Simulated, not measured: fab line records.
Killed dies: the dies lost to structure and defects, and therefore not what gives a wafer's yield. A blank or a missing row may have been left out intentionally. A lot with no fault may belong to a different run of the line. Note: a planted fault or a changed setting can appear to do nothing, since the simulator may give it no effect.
Which tool did it? || flow n5_finfet || 31 wafers from 11 lots sampled at 5 of the route's 1938 steps

== WHAT EACH GAUGE READ, for each wafer ==
N5_MOL_CONTACT_COAG_CD_MEAS_40 targets a cd of 25.1 nm. Usual: 25.01 nm for cd_nm, sd 0.23.
{"lot": "L859", "measured": "day 5 05:39", "on": "cd_sem-03", "cd_nm (nm)": "24.86 25.33 25.39", "flag": ""}
{"lot": "L861", "measured": "day 5 14:45", "on": "cd_sem-03", "cd_nm (nm)": "24.91 25.02 25.21", "flag": ""}
{"lot": "L866", "measured": "day 7 01:11", "on": "cd_sem-01", "cd_nm (nm)": "24.50 24.76", "flag": ""}
{"lot": "L869", "measured": "day 7 16:08", "on": "cd_sem-02", "cd_nm (nm)": "25.08 25.29 25.36", "flag": ""}
{"lot": "L872", "measured": "day 8 15:06", "on": "cd_sem-01", "cd_nm (nm)": "24.72 25.08", "flag": ""}
{"lot": "L873", "measured": "day 8 23:01", "on": "cd_sem-01", "cd_nm (nm)": "24.81 25.22 25.54", "flag": ""}
{"lot": "L877", "measured": "day 9 20:02", "on": "cd_sem-01", "cd_nm (nm)": "25.11 24.93 25.30", "flag": ""}
{"lot": "L878", "measured": "day 10 03:02", "on": "cd_sem-03", "cd_nm (nm)": "24.96 24.94 25.08", "flag": ""}
{"lot": "L879", "measured": "day 10 05:20", "on": "cd_sem-01", "cd_nm (nm)": "25.16 25.37 25.10", "flag": ""}
{"lot": "L881", "measured": "day 11 00:30", "on": "cd_sem-03", "cd_nm (nm)": "25.42 25.17 25.05", "flag": ""}
{"lot": "L882", "measured": "day 11 05:51", "on": "cd_sem-03", "cd_nm (nm)": "24.73 25.26 24.88", "flag": ""}

N5_BEOL_M4_RC_MEAS_101. Usual: DIBL_N 37.4 mV/V, standard deviation 2.1; DIBL_P 37.8 mV/V, standard deviation 2.5; IOFF_N 0.19 nA/um, standard deviation 0.045; IOFF_P 0.24 nA/um, standard deviation 0.05; ION_N 682 uA/um, standard deviation 16; ION_P 467 uA/um, standard deviation 11; SS_N 71.9 mV/dec, standard deviation 0.67; SS_P 73.6 mV/dec, standard deviation 0.76; VT_N 247 mV, standard deviation 3.6; VT_P -248 mV, standard deviation 3.6.
{"lot": "L859", "measured": "day 7 13:59", "on": "prober-01", "DIBL_N (mV/V)": "36.8 37.8 33.9", "DIBL_P (mV/V)": "38.7 39.0 34.3", "IOFF_N (nA/um)": "0.19 0.23 0.14", "IOFF_P (nA/um)": "0.25 0.27 0.17", "ION_N (uA/um)": "670 679 664", "ION_P (uA/um)": "461 460 451", "SS_N (mV/dec)": "72.3 72.1 71.3", "SS_P (mV/dec)": "75.0 74.4 72.5", "VT_N (mV)": "249 246 251", "VT_P (mV)": "-249 -247 -252", "flag": ""}
{"lot": "L861", "measured": "day 8 17:21", "on": "prober-02", "DIBL_N (mV/V)": "35.1 37.9 36.0", "DIBL_P (mV/V)": "34.3 36.8 33.6", "IOFF_N (nA/um)": "0.15 0.19 0.14", "IOFF_P (nA/um)": "0.19 0.22 0.18", "ION_N (uA/um)": "694 690 650", "ION_P (uA/um)": "475 465 447", "SS_N (mV/dec)": "71.3 72.0 72.1", "SS_P (mV/dec)": "72.7 73.8 73.1", "VT_N (mV)": "249 244 253", "VT_P (mV)": "-252 -249 -252", "flag": ""}
{"lot": "L866", "measured": "day 9 23:55", "on": "prober-02", "DIBL_N (mV/V)": "38.6 36.3", "DIBL_P (mV/V)": "38.7 36.8", "IOFF_N (nA/um)": "0.20 0.16", "IOFF_P (nA/um)": "0.21 0.19", "ION_N (uA/um)": "692 667", "ION_P (uA/um)": "458 448", "SS_N (mV/dec)": "72.2 72.1", "SS_P (mV/dec)": "74.4 73.4", "VT_N (mV)": "246 246", "VT_P (mV)": "-255 -254", "flag": ""}
{"lot": "L869", "measured": "day 10 15:50", "on": "prober-01", "DIBL_N (mV/V)": "37.0 42.1 38.8", "DIBL_P (mV/V)": "37.4 43.0 39.4", "IOFF_N (nA/um)": "0.17 0.29 0.19", "IOFF_P (nA/um)": "0.23 0.36 0.26", "ION_N (uA/um)": "688 691 669", "ION_P (uA/um)": "469 468 458", "SS_N (mV/dec)": "71.7 72.6 71.3", "SS_P (mV/dec)": "73.8 74.5 73.7", "VT_N (mV)": "249 244 249", "VT_P (mV)": "-246 -241 -245", "flag": ""}
{"lot": "L872", "measured": "day 11 14:48", "on": "prober-02", "DIBL_N (mV/V)": "34.6 39.8", "DIBL_P (mV/V)": "33.4 42.2", "IOFF_N (nA/um)": "0.14 0.24", "IOFF_P (nA/um)": "0.15 0.29", "ION_N (uA/um)": "664 681", "ION_P (uA/um)": "440 457", "SS_N (mV/dec)": "71.1 71.7", "SS_P (mV/dec)": "73.0 74.8", "VT_N (mV)": "254 244", "VT_P (mV)": "-256 -248", "flag": ""}
{"lot": "L873", "measured": "day 11 19:31", "on": "prober-02", "DIBL_N (mV/V)": "38.9 41.0 38.5", "DIBL_P (mV/V)": "38.7 41.4 37.7", "IOFF_N (nA/um)": "0.21 0.25 0.21", "IOFF_P (nA/um)": "0.27 0.33 0.26", "ION_N (uA/um)": "671 671 693", "ION_P (uA/um)": "464 463 470", "SS_N (mV/dec)": "72.6 73.6 73.0", "SS_P (mV/dec)": "74.2 75.0 73.8", "VT_N (mV)": "245 244 244", "VT_P (mV)": "-245 -241 -244", "flag": ""}
{"lot": "L881", "measured": "day 14 03:58", "on": "prober-01", "DIBL_N (mV/V)": "36.1 35.7 35.1", "DIBL_P (mV/V)": "36.7 36.4 36.8", "IOFF_N (nA/um)": "0.15 0.15 0.14", "IOFF_P (nA/um)": "0.20 0.21 0.21", "ION_N (uA/um)": "659 656 673", "ION_P (uA/um)": "448 452 461", "SS_N (mV/dec)": "71.9 71.4 72.2", "SS_P (mV/dec)": "72.8 73.3 73.0", "VT_N (mV)": "251 248 250", "VT_P (mV)": "-252 -249 -252", "flag": ""}
{"lot": "L882", "measured": "day 14 18:05", "on": "prober-02", "DIBL_N (mV/V)": "32.9 37.6 31.9", "DIBL_P (mV/V)": "33.6 38.6 32.6", "IOFF_N (nA/um)": "0.11 0.20 0.10", "IOFF_P (nA/um)": "0.19 0.29 0.18", "ION_N (uA/um)": "677 699 665", "ION_P (uA/um)": "477 483 468", "SS_N (mV/dec)": "70.8 72.1 71.5", "SS_P (mV/dec)": "72.6 74.1 72.6", "VT_N (mV)": "253 245 257", "VT_P (mV)": "-247 -245 -248", "flag": ""}

== WHICH TOOL RAN EACH LOT (tool, then ch and the chambers of the sampled wafers, then the start) ==
{"lot": "L859", "N5_MOL_CONTACT_COAG_ALD_133": "ald_sin-04 ch 0,2,3, day 5 06:10", "N5_MOL_CONTACT_COAG_ETCHBACK_136": "rie_diel-02 ch 1,2,3, day 5 06:29", "N5_MOL_CONTACT_COAG_ETCH_124": "rie_diel-02 ch 1,2,3, day 5 06:32"}
{"lot": "L861", "N5_MOL_CONTACT_COAG_ALD_133": "ald_sin-04 ch 0,1,3, day 5 15:05", "N5_MOL_CONTACT_COAG_ETCHBACK_136": "rie_diel-05 ch 0,1, day 5 15:23", "N5_MOL_CONTACT_COAG_ETCH_124": "rie_diel-05 ch 0,1, day 5 15:27"}
{"lot": "L866", "N5_MOL_CONTACT_COAG_ALD_133": "ald_sin-04 ch 0,2, day 7 01:50", "N5_MOL_CONTACT_COAG_ETCHBACK_136": "rie_diel-01 ch 2,3, day 7 02:13", "N5_MOL_CONTACT_COAG_ETCH_124": "rie_diel-01 ch 2,3, day 7 02:16"}
{"lot": "L869", "N5_MOL_CONTACT_COAG_ALD_133": "ald_sin-02 ch 0,2, day 7 16:38", "N5_MOL_CONTACT_COAG_ETCHBACK_136": "rie_diel-05 ch 0,3, day 7 16:56", "N5_MOL_CONTACT_COAG_ETCH_124": "rie_diel-05 ch 0,3, day 7 17:01"}
{"lot": "L872", "N5_MOL_CONTACT_COAG_ALD_133": "ald_sin-02 ch 1,3, day 8 15:22", "N5_MOL_CONTACT_COAG_ETCHBACK_136": "rie_diel-05 ch 1,2, day 8 15:40", "N5_MOL_CONTACT_COAG_ETCH_124": "rie_diel-05 ch 1,2, day 8 15:43"}
{"lot": "L873", "N5_MOL_CONTACT_COAG_ALD_133": "ald_sin-04 ch 1,2,3, day 8 23:51", "N5_MOL_CONTACT_COAG_ETCHBACK_136": "rie_diel-01 ch 0,1,2, day 9 00:09", "N5_MOL_CONTACT_COAG_ETCH_124": "rie_diel-01 ch 0,1,2, day 9 00:13"}
{"lot": "L877", "N5_MOL_CONTACT_COAG_ALD_133": "ald_sin-02 ch 0,1,2, day 9 20:57", "N5_MOL_CONTACT_COAG_ETCHBACK_136": "rie_diel-02 ch 0,2,3, day 9 21:15", "N5_MOL_CONTACT_COAG_ETCH_124": "rie_diel-02 ch 0,2,3, day 9 21:19"}
{"lot": "L878", "N5_MOL_CONTACT_COAG_ALD_133": "ald_sin-02 ch 1,3, day 10 03:17", "N5_MOL_CONTACT_COAG_ETCHBACK_136": "rie_diel-02 ch 0,2,3, day 10 03:36", "N5_MOL_CONTACT_COAG_ETCH_124": "rie_diel-02 ch 0,2,3, day 10 03:40"}
{"lot": "L879", "N5_MOL_CONTACT_COAG_ALD_133": "ald_sin-04 ch 1,2, day 10 05:43", "N5_MOL_CONTACT_COAG_ETCHBACK_136": "rie_diel-01 ch 0,3, day 10 06:02", "N5_MOL_CONTACT_COAG_ETCH_124": "rie_diel-01 ch 0,3, day 10 06:05"}
{"lot": "L881", "N5_MOL_CONTACT_COAG_ALD_133": "ald_sin-02 ch 0,2,3, day 11 00:46", "N5_MOL_CONTACT_COAG_ETCHBACK_136": "rie_diel-01 ch 0,1,3, day 11 01:04", "N5_MOL_CONTACT_COAG_ETCH_124": "rie_diel-01 ch 0,1,3, day 11 01:07"}
{"lot": "L882", "N5_MOL_CONTACT_COAG_ALD_133": "ald_sin-04 ch 0,1,3, day 11 06:26", "N5_MOL_CONTACT_COAG_ETCHBACK_136": "rie_diel-01 ch 0,1,3, day 11 06:44", "N5_MOL_CONTACT_COAG_ETCH_124": "rie_diel-01 ch 0,1,3, day 11 06:48"}
- N5_MOL_CONTACT_COAG_ALD_133: deposits SiO2, target thk 5 nm, pulse time 1 s, co reactant pulse time 1 s.
- N5_MOL_CONTACT_COAG_ETCHBACK_136: etches SiO2 in CHF3, target depth 25 nm, time 16.7 s.
- N5_MOL_CONTACT_COAG_ETCH_124: etches SiNx in CH3F/O2, stops on SiOC, target depth 6.5 nm.

== AS READ BY THE TOOLS THEMSELVES (means over the sampled wafers that have a number; for cases with no such wafer, the mark the record gives instead) ==
N5_MOL_CONTACT_COAG_ALD_133. Usual: heater_power_w 76 W, standard deviation 7.3; precursor_pulse_height_rel 1.001, standard deviation 0.02.
{"lot": "L859", "tool": "ald_sin-04", "heater_power_w (W)": 79, "precursor_pulse_height_rel": 1.023, "flag": ""}
{"lot": "L861", "tool": "ald_sin-04", "heater_power_w (W)": 76, "precursor_pulse_height_rel": 1.008, "flag": ""}
{"lot": "L866", "tool": "ald_sin-04", "heater_power_w (W)": 75, "precursor_pulse_height_rel": 1.020, "flag": ""}
{"lot": "L869", "tool": "ald_sin-02", "heater_power_w (W)": 83, "precursor_pulse_height_rel": 0.981, "flag": ""}
{"lot": "L872", "tool": "ald_sin-02", "heater_power_w (W)": 70, "precursor_pulse_height_rel": 0.984, "flag": ""}
{"lot": "L873", "tool": "ald_sin-04", "heater_power_w (W)": 82, "precursor_pulse_height_rel": 0.993, "flag": ""}
{"lot": "L877", "tool": "ald_sin-02", "heater_power_w (W)": 77, "precursor_pulse_height_rel": 1.016, "flag": ""}
{"lot": "L878", "tool": "ald_sin-02", "heater_power_w (W)": 72, "precursor_pulse_height_rel": 0.991, "flag": ""}
{"lot": "L879", "tool": "ald_sin-04", "heater_power_w (W)": 76, "precursor_pulse_height_rel": 1.011, "flag": ""}
{"lot": "L881", "tool": "ald_sin-02", "heater_power_w (W)": 78, "precursor_pulse_height_rel": 1.001, "flag": ""}
{"lot": "L882", "tool": "ald_sin-04", "heater_power_w (W)": 77, "precursor_pulse_height_rel": 1.029, "flag": ""}

N5_MOL_CONTACT_COAG_ETCHBACK_136. Usual: drypump_motor_current_A 5.5 A, standard deviation 0.37; oes_product_au 0.81 a.u., standard deviation 0.073; rf_vpp_V 531 V, standard deviation 11; showerhead_plenum_p_Torr 2.42 Torr, standard deviation 0.077; throttle_valve_pct 18.69 %, standard deviation 0.25.
{"lot": "L859", "tool": "rie_diel-02", "drypump_motor_current_A (A)": 5.5, "oes_product_au (a.u.)": 0.83, "rf_vpp_V (V)": 522, "showerhead_plenum_p_Torr (Torr)": 2.49, "throttle_valve_pct (%)": 18.74, "flag": ""}
{"lot": "L861", "tool": "rie_diel-05", "drypump_motor_current_A (A)": 5.5, "oes_product_au (a.u.)": 0.88, "rf_vpp_V (V)": 525, "showerhead_plenum_p_Torr (Torr)": 2.39, "throttle_valve_pct (%)": 18.64, "flag": ""}
{"lot": "L866", "tool": "rie_diel-01", "drypump_motor_current_A (A)": 5.5, "oes_product_au (a.u.)": 0.79, "rf_vpp_V (V)": 526, "showerhead_plenum_p_Torr (Torr)": 2.41, "throttle_valve_pct (%)": 18.66, "flag": ""}
{"lot": "L869", "tool": "rie_diel-05", "drypump_motor_current_A (A)": 5.3, "oes_product_au (a.u.)": 0.89, "rf_vpp_V (V)": 523, "showerhead_plenum_p_Torr (Torr)": 2.35, "throttle_valve_pct (%)": 18.78, "flag": ""}
{"lot": "L872", "tool": "rie_diel-05", "drypump_motor_current_A (A)": 5.4, "oes_product_au (a.u.)": 0.72, "rf_vpp_V (V)": 536, "showerhead_plenum_p_Torr (Torr)": 2.46, "throttle_valve_pct (%)": 18.52, "flag": ""}
{"lot": "L873", "tool": "rie_diel-01", "drypump_motor_current_A (A)": 5.6, "oes_product_au (a.u.)": 0.79, "rf_vpp_V (V)": 537, "showerhead_plenum_p_Torr (Torr)": 2.38, "throttle_valve_pct (%)": 18.75, "flag": ""}
{"lot": "L877", "tool": "rie_diel-02", "drypump_motor_current_A (A)": 5.4, "oes_product_au (a.u.)": 0.78, "rf_vpp_V (V)": 526, "showerhead_plenum_p_Torr (Torr)": 2.42, "throttle_valve_pct (%)": 18.69, "flag": ""}
{"lot": "L878", "tool": "rie_diel-02", "drypump_motor_current_A (A)": 5.5, "oes_product_au (a.u.)": 0.78, "rf_vpp_V (V)": 527, "showerhead_plenum_p_Torr (Torr)": 2.42, "throttle_valve_pct (%)": 18.70, "flag": ""}
{"lot": "L879", "tool": "rie_diel-01", "drypump_motor_current_A (A)": 5.8, "oes_product_au (a.u.)": 0.83, "rf_vpp_V (V)": 529, "showerhead_plenum_p_Torr (Torr)": 2.44, "throttle_valve_pct (%)": 18.89, "flag": ""}
{"lot": "L881", "tool": "rie_diel-01", "drypump_motor_current_A (A)": 5.8, "oes_product_au (a.u.)": 0.85, "rf_vpp_V (V)": 535, "showerhead_plenum_p_Torr (Torr)": 2.47, "throttle_valve_pct (%)": 18.86, "flag": ""}
{"lot": "L882", "tool": "rie_diel-01", "drypump_motor_current_A (A)": 5.8, "oes_product_au (a.u.)": 0.85, "rf_vpp_V (V)": 535, "showerhead_plenum_p_Torr (Torr)": 2.47, "throttle_valve_pct (%)": 18.87, "flag": ""}

N5_MOL_CONTACT_COAG_ETCH_124. Usual: CH3F_flow_sccm 29.99 sccm, standard deviation 0.083; O2_flow_sccm 20.02 sccm, standard deviation 0.057; drypump_motor_current_A 5.5 A, standard deviation 0.37; oes_o_777_au 0.81 a.u., standard deviation 0.073; oes_product_au 0.69 a.u., standard deviation 0.056; rf_vpp_V 301 V, standard deviation 6.2; showerhead_plenum_p_Torr 2.04 Torr, standard deviation 0.068; throttle_valve_pct 16.27 %, standard deviation 0.23.
{"lot": "L859", "tool": "rie_diel-02", "CH3F_flow_sccm (sccm)": 30.06, "O2_flow_sccm (sccm)": 19.99, "drypump_motor_current_A (A)": 5.5, "oes_o_777_au (a.u.)": 0.82, "oes_product_au (a.u.)": 0.71, "rf_vpp_V (V)": 297, "showerhead_plenum_p_Torr (Torr)": 2.10, "throttle_valve_pct (%)": 16.32, "flag": ""}
{"lot": "L861", "tool": "rie_diel-05", "CH3F_flow_sccm (sccm)": 30.10, "O2_flow_sccm (sccm)": 20.04, "drypump_motor_current_A (A)": 5.5, "oes_o_777_au (a.u.)": 0.91, "oes_product_au (a.u.)": 0.74, "rf_vpp_V (V)": 298, "showerhead_plenum_p_Torr (Torr)": 2.01, "throttle_valve_pct (%)": 16.19, "flag": ""}
{"lot": "L866", "tool": "rie_diel-01", "CH3F_flow_sccm (sccm)": 30.05, "O2_flow_sccm (sccm)": 20.04, "drypump_motor_current_A (A)": 5.5, "oes_o_777_au (a.u.)": 0.77, "oes_product_au (a.u.)": 0.69, "rf_vpp_V (V)": 299, "showerhead_plenum_p_Torr (Torr)": 2.01, "throttle_valve_pct (%)": 16.23, "flag": ""}
{"lot": "L869", "tool": "rie_diel-05", "CH3F_flow_sccm (sccm)": 30.05, "O2_flow_sccm (sccm)": 19.99, "drypump_motor_current_A (A)": 5.3, "oes_o_777_au (a.u.)": 0.90, "oes_product_au (a.u.)": 0.75, "rf_vpp_V (V)": 297, "showerhead_plenum_p_Torr (Torr)": 1.97, "throttle_valve_pct (%)": 16.33, "flag": ""}
{"lot": "L872", "tool": "rie_diel-05", "CH3F_flow_sccm (sccm)": 30.00, "O2_flow_sccm (sccm)": 20.02, "drypump_motor_current_A (A)": 5.4, "oes_o_777_au (a.u.)": 0.74, "oes_product_au (a.u.)": 0.62, "rf_vpp_V (V)": 304, "showerhead_plenum_p_Torr (Torr)": 2.07, "throttle_valve_pct (%)": 16.16, "flag": ""}
{"lot": "L873", "tool": "rie_diel-01", "CH3F_flow_sccm (sccm)": 29.96, "O2_flow_sccm (sccm)": 20.02, "drypump_motor_current_A (A)": 5.6, "oes_o_777_au (a.u.)": 0.75, "oes_product_au (a.u.)": 0.67, "rf_vpp_V (V)": 304, "showerhead_plenum_p_Torr (Torr)": 2.00, "throttle_valve_pct (%)": 16.33, "flag": ""}
{"lot": "L877", "tool": "rie_diel-02", "CH3F_flow_sccm (sccm)": "-", "O2_flow_sccm (sccm)": "-", "drypump_motor_current_A (A)": "-", "oes_o_777_au (a.u.)": "-", "oes_product_au (a.u.)": "-", "rf_vpp_V (V)": "-", "showerhead_plenum_p_Torr (Torr)": "-", "throttle_valve_pct (%)": "-", "flag": "OFF"}
{"lot": "L878", "tool": "rie_diel-02", "CH3F_flow_sccm (sccm)": "-", "O2_flow_sccm (sccm)": "-", "drypump_motor_current_A (A)": "-", "oes_o_777_au (a.u.)": "-", "oes_product_au (a.u.)": "-", "rf_vpp_V (V)": "-", "showerhead_plenum_p_Torr (Torr)": "-", "throttle_valve_pct (%)": "-", "flag": "OFF"}
{"lot": "L879", "tool": "rie_diel-01", "CH3F_flow_sccm (sccm)": "-", "O2_flow_sccm (sccm)": "-", "drypump_motor_current_A (A)": "-", "oes_o_777_au (a.u.)": "-", "oes_product_au (a.u.)": "-", "rf_vpp_V (V)": "-", "showerhead_plenum_p_Torr (Torr)": "-", "throttle_valve_pct (%)": "-", "flag": "OFF"}
{"lot": "L881", "tool": "rie_diel-01", "CH3F_flow_sccm (sccm)": 29.99, "O2_flow_sccm (sccm)": 20.01, "drypump_motor_current_A (A)": 5.8, "oes_o_777_au (a.u.)": 0.83, "oes_product_au (a.u.)": 0.72, "rf_vpp_V (V)": 303, "showerhead_plenum_p_Torr (Torr)": 2.08, "throttle_valve_pct (%)": 16.42, "flag": ""}
{"lot": "L882", "tool": "rie_diel-01", "CH3F_flow_sccm (sccm)": 30.02, "O2_flow_sccm (sccm)": 20.01, "drypump_motor_current_A (A)": 5.8, "oes_o_777_au (a.u.)": 0.83, "oes_product_au (a.u.)": 0.73, "rf_vpp_V (V)": 302, "showerhead_plenum_p_Torr (Torr)": 2.08, "throttle_valve_pct (%)": 16.41, "flag": ""}

== THE ANSWER, worked out from the rows above alone ==
Rule: take the mean of a lot's wafers that have a number; if it is more than 3 standard deviations from the usual mean, the lot is off. Also off: a lot with no number at a reading for which 4 or more lots have one. Where the step has rows for the other lots, those lots are counted as sound. First the gauges in route order, then the tools' own readings, where a lot's mean is used as printed above. The first step at which some lot is off is used, and at that step the reading that is off furthest; a lot without a number counts as furthest.
Off: L877, L878, L879, at N5_MOL_CONTACT_COAG_ETCH_124 (CH3F_flow_sccm). Without a number there: L877, L878, L879.
A tool fits if, at that step or a process step before it, it ran every lot that is off, and no sound lot after the first of them. Not one of the candidates tried fits.

== WHAT WAS PUT IN BY THE SIMULATOR ==
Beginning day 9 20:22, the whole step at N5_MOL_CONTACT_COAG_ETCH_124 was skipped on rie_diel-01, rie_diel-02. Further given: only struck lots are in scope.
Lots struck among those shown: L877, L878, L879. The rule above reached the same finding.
